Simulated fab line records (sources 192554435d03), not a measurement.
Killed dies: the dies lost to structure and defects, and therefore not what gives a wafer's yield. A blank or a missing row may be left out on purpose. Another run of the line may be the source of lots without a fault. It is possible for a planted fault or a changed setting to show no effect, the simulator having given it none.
fab line records    flow n5Finfet
record lots=11  wafers=33  lastDay=19
route steps=1938 shown MIM_TOP@1835 PASSIVATION@1901
lots with no fault: from the same line, run without faults
startH: hours from the record's opening day to when the first of the lot's shown wafers began    waitH: how many hours have passed since the lot's step before this one    " identical to the entry in the row above    L1.1+2: a row that stands for several wafers    - value missing, or start not given    * or withheld: withheld    < > ~ a bound
route shown NAME@n: a module of which the file shows steps, and the number in the route of the first    usual: mean and standard deviation over wafers with no fault    same: alike in all rows    chamber/n: place in a boat    sites: each site's reading    _std_site: their standard deviation    _edge_site: mean of outer sites minus mean of inner sites    radiusMm: how far each site lies from the wafer's centre    mask NAME#n: copy n    behind: tool/chamber where the wafer was last shaped    hold: reason for holding the lot/hours on hold/outcome of the hold    device: names the non-switching transistor (n, p or np)    end of line: at the end of the route, the tests of the same wafers    where a step has no rows: the recipe by itself    killed: the dies lost at the first sort to structure and to defects; this is not the yield of the wafer    map: shows each die of a wafer: x if killed, . if not, _ if none is there
set.NAME: the setting as run; set.NAME@STEP: as run at that earlier step    model.NAME: the simulator's own value behind a step, which no gauge read
the route's steps for a sample of lots (tables are steps, rows are wafers)
services: when a tool's chamber went out of use (startH, in hours from the record's first day, below 0 if earlier), for how many hours, and the reason
## steps
# step N5_MIM_TOP_ALD_01
# recipe material=HfO2  targetThkA=56  tempC=withheld  aldPrecursorFamily=Hf-amide  aldCoReactant=O3  pulseTimeS=1  purgeTimeS=3  coReactantPurgeTimeS=2  coReactantPulseTimeS=3  aldCycles=62
# usual precursorPulseHeightRel=1.001/0.019
lot.wafer  tool      chamber  startH  waitH  precursorPulseHeightRel
L733.2     aldHk-02  0        -       -      1.010
L733.3     "         1        "       "      0.984
L733.5     "         0        "       "      1.005
L735.2     aldHk-01  3        -       -      0.994
L735.4     "         2        "       "      1.016
L735.5     "         1        "       "      0.969
L736.2     aldHk-03  2        -       -      0.996
L736.4     "         0        "       "      1.041
L736.5     "         3        "       "      0.984
L737.1     aldHk-03  3        -       -      0.997
L737.3     "         1        "       "      0.994
L737.5     "         2        "       "      0.987
L740.1     aldHk-02  2        -       -      1.027
L740.2     "         1        "       "      1.013
L740.5     "         2        "       "      0.981
L742.1     aldHk-03  2        -       -      0.996
L742.3     "         0        "       "      0.977
L742.6     "         2        "       "      0.970
L744.3     aldHk-02  2        -       -      1.018
L744.4     "         0        "       "      1.009
L744.6     "         2        "       "      0.989
L747.1     aldHk-03  3        -       -      0.988
L747.3     "         1        "       "      1.018
L747.5     "         0        "       "      1.019
L748.3     aldHk-02  3        -       -      1.036
L748.5     "         3        "       "      0.999
L748.6     "         2        "       "      0.978
L752.1     aldHk-03  1        -       -      0.982
L752.3     "         0        "       "      0.980
L752.6     "         3        "       "      1.015
L756.2     aldHk-02  3        -       -      1.005
L756.5     "         0        "       "      1.004
L756.6     "         3        "       "      1.009
# step N5_PASSIVATION_EXPOSE_27
# recipe maskId=PAD  na=0.55  sourceShape=conventional  sigmaOuter=0.8  polarization=unpolarized  defocusNm=0  doseMj=32.3
# usual exposureDoseMJCm2=32.300/0.029
lot.wafer  tool           chamber  startH  waitH  mask   exposureDoseMJCm2
L733.2     krfScanner-02  0        259.36  -      PAD#0  32.255
L733.3     "              0        "       "      PAD#0  32.305
L733.5     "              0        "       "      PAD#0  32.301
L735.2     krfScanner-02  0        267.87  -      PAD#0  32.315
L735.4     "              0        "       "      PAD#0  32.321
L735.5     "              0        "       "      PAD#0  32.332
L736.2     krfScanner-02  0        293.32  -      PAD#0  32.290
L736.4     "              0        "       "      PAD#0  32.276
L736.5     "              0        "       "      PAD#0  32.312
L737.1     krfScanner-02  0        310.71  -      PAD#0  32.287
L737.3     "              0        "       "      PAD#0  32.255
L737.5     "              0        "       "      PAD#0  32.305
L740.1     krfScanner-01  0        322.12  -      PAD#0  32.324
L740.2     "              0        "       "      PAD#0  32.330
L740.5     "              0        "       "      PAD#0  32.309
L742.1     krfScanner-01  0        332.72  -      PAD#0  32.348
L742.3     "              0        "       "      PAD#0  32.279
L742.6     "              0        "       "      PAD#0  32.302
L744.3     krfScanner-02  0        364.90  -      PAD#0  22.818
L744.4     "              0        "       "      PAD#0  22.905
L744.6     "              0        "       "      PAD#0  22.836
L747.1     krfScanner-02  0        368.02  -      PAD#0  22.923
L747.3     "              0        "       "      PAD#0  22.856
L747.5     "              0        "       "      PAD#0  22.887
L748.3     krfScanner-01  0        369.28  -      PAD#0  32.323
L748.5     "              0        "       "      PAD#0  32.289
L748.6     "              0        "       "      PAD#0  32.257
L752.1     krfScanner-01  0        395.03  -      PAD#0  32.331
L752.3     "              0        "       "      PAD#0  32.329
L752.6     "              0        "       "      PAD#0  32.329
L756.2     krfScanner-01  0        441.91  -      PAD#0  32.273
L756.5     "              0        "       "      PAD#0  32.276
L756.6     "              0        "       "      PAD#0  32.280
# step N5_PASSIVATION_CD_MEAS_30
# recipe targetCdNm=4000  landingEnergyEv=500  detector=seInlens  polarity=opening
# usual cdNm=4000.3/1.3
lot.wafer  tool      chamber  startH  waitH  cdNm
L733.2     cdSem-03  0        259.53  -      4000.9
L733.3     "         0        "       "      3999.9
L733.5     "         0        "       "      4000.5
L735.2     cdSem-03  0        268.04  -      4000.8
L735.4     "         0        "       "      4000.0
L735.5     "         0        "       "      4000.4
L736.2     cdSem-02  0        293.49  -      4001.8
L736.4     "         0        "       "      4001.6
L736.5     "         0        "       "      4000.2
L737.1     cdSem-03  0        310.89  -      3998.5
L737.3     "         0        "       "      3999.5
L737.5     "         0        "       "      3999.5
L740.1     cdSem-01  0        322.29  -      4002.2
L740.2     "         0        "       "      4001.9
L740.5     "         0        "       "      4002.5
L742.1     cdSem-01  0        332.90  -      3998.4
L742.3     "         0        "       "      3999.9
L742.6     "         0        "       "      3999.2
L744.3     cdSem-02  0        365.07  -      3939.7
L744.4     "         0        "       "      3939.7
L744.6     "         0        "       "      3940.5
L747.1     cdSem-03  0        368.20  -      3938.7
L747.3     "         0        "       "      3939.2
L747.5     "         0        "       "      3939.2
L748.3     cdSem-02  0        369.45  -      3999.7
L748.5     "         0        "       "      4001.2
L748.6     "         0        "       "      3999.3
L752.1     cdSem-03  0        395.21  -      3999.3
L752.3     "         0        "       "      3999.5
L752.6     "         0        "       "      3998.9
L756.2     cdSem-02  0        442.09  -      4001.7
L756.5     "         0        "       "      4001.1
L756.6     "         0        "       "      4000.6
# step N5_PASSIVATION_INSPECT_64
# recipe mode=adi  inspectInstrument=macro
# usual rawDefectCount=2.0/1.4
lot.wafer  tool              chamber  startH  waitH  rawDefectCount
L733.2     defectInspect-01  -        259.58  0.0    1
L733.3     "                 -        "       "      1
L733.5     "                 -        "       "      2
L735.2     defectInspect-01  -        268.09  0.0    6
L735.4     "                 -        "       "      3
L735.5     "                 -        "       "      2
L736.2     defectInspect-01  -        293.54  0.0    1
L736.4     "                 -        "       "      0
L736.5     "                 -        "       "      3
L737.1     defectInspect-02  -        310.94  0.0    1
L737.3     "                 -        "       "      2
L737.5     "                 -        "       "      2
L740.1     defectInspect-02  -        322.35  0.0    2
L740.2     "                 -        "       "      2
L740.5     "                 -        "       "      4
L742.1     defectInspect-01  -        332.95  0.0    1
L742.3     "                 -        "       "      0
L742.6     "                 -        "       "      3
L744.3     defectInspect-01  -        365.13  0.0    0
L744.4     "                 -        "       "      4
L744.6     "                 -        "       "      1
L747.1     defectInspect-01  -        368.25  0.0    4
L747.3     "                 -        "       "      2
L747.5     "                 -        "       "      0
L748.3     defectInspect-02  -        369.51  0.0    3
L748.5     "                 -        "       "      3
L748.6     "                 -        "       "      0
L752.1     defectInspect-01  -        395.26  0.0    1
L752.3     "                 -        "       "      1
L752.6     "                 -        "       "      3
L756.2     defectInspect-02  -        442.14  0.0    1
L756.5     "                 -        "       "      3
L756.6     "                 -        "       "      2
# step N5_PASSIVATION_INSPECT_67
# recipe mode=adi  inspectInstrument=macro
# usual rawDefectCount=2.0/1.4
lot.wafer  tool              chamber  startH  waitH  rawDefectCount
L733.2     defectInspect-02  -        261.44  0.0    2
L733.3     "                 -        "       "      0
L733.5     "                 -        "       "      2
L735.2     defectInspect-02  -        269.84  0.0    1
L735.4     "                 -        "       "      5
L735.5     "                 -        "       "      2
L736.2     defectInspect-02  -        295.56  0.0    3
L736.4     "                 -        "       "      2
L736.5     "                 -        "       "      2
L737.1     defectInspect-02  -        312.84  0.0    1
L737.3     "                 -        "       "      3
L737.5     "                 -        "       "      2
L740.1     defectInspect-01  -        324.14  0.0    0
L740.2     "                 -        "       "      1
L740.5     "                 -        "       "      1
L742.1     defectInspect-02  -        334.79  0.0    3
L742.3     "                 -        "       "      3
L742.6     "                 -        "       "      3
L744.3     defectInspect-02  -        366.87  0.0    0
L744.4     "                 -        "       "      5
L744.6     "                 -        "       "      2
L747.1     defectInspect-02  -        370.00  0.0    1
L747.3     "                 -        "       "      3
L747.5     "                 -        "       "      1
L748.3     defectInspect-02  -        371.37  0.0    3
L748.5     "                 -        "       "      3
L748.6     "                 -        "       "      3
L752.1     defectInspect-01  -        397.01  0.0    0
L752.3     "                 -        "       "      3
L752.6     "                 -        "       "      2
L756.2     defectInspect-02  -        444.14  0.0    3
L756.5     "                 -        "       "      2
L756.6     "                 -        "       "      4
## services
tool           chamber  startH  hours  kind
aldHk-01       -        231.25  8.7    pm
krfScanner-01  -        254.56  1.0    pm
krfScanner-01  -        266.81  1.0    repair
krfScanner-02  -        286.54  1.0    pm
krfScanner-02  -        288.26  1.3    pm
krfScanner-02  -        303.94  4.4    pm
aldHk-01       -        304.61  84.0   repair
krfScanner-01  -        310.50  1.3    pm
krfScanner-02  0        312.55  -      calibration
aldHk-03       -        320.60  1.1    repair
krfScanner-01  0        328.67  -      calibration
aldHk-02       -        352.75  0.5    repair
krfScanner-01  -        364.11  0.8    pm
krfScanner-01  -        365.16  1.2    repair
krfScanner-02  -        404.15  0.8    pm
krfScanner-02  -        406.15  0.3    repair
krfScanner-01  -        423.56  1.0    pm
## key
firstSign step=N5_PASSIVATION_EXPOSE_27  reading=exposureDoseMJCm2  direction=down  sigmas=99+  usual=32.300  struck=22.871
effect step=N5_PASSIVATION_CD_MEAS_30  reading=cdNm  direction=down  sigmas=45  usual=4000.3  struck=3939.5
metAt N5_PASSIVATION_EXPOSE_27
struckLots L744,L747
notActingAt N5_MIM_TOP_ALD_01,N5_PASSIVATION_INSPECT_64,N5_PASSIVATION_INSPECT_67
onsetBetween 310.71 364.90
fault kind=processParameterDrift  tool=krfScanner-02  chamber=-  onsetH=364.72  steps=N5_PASSIVATION_EXPOSE_27  channel=doseMj  offset=-9.4315  shape=step  actsIn=theseRecipesOnly  stated=32.3
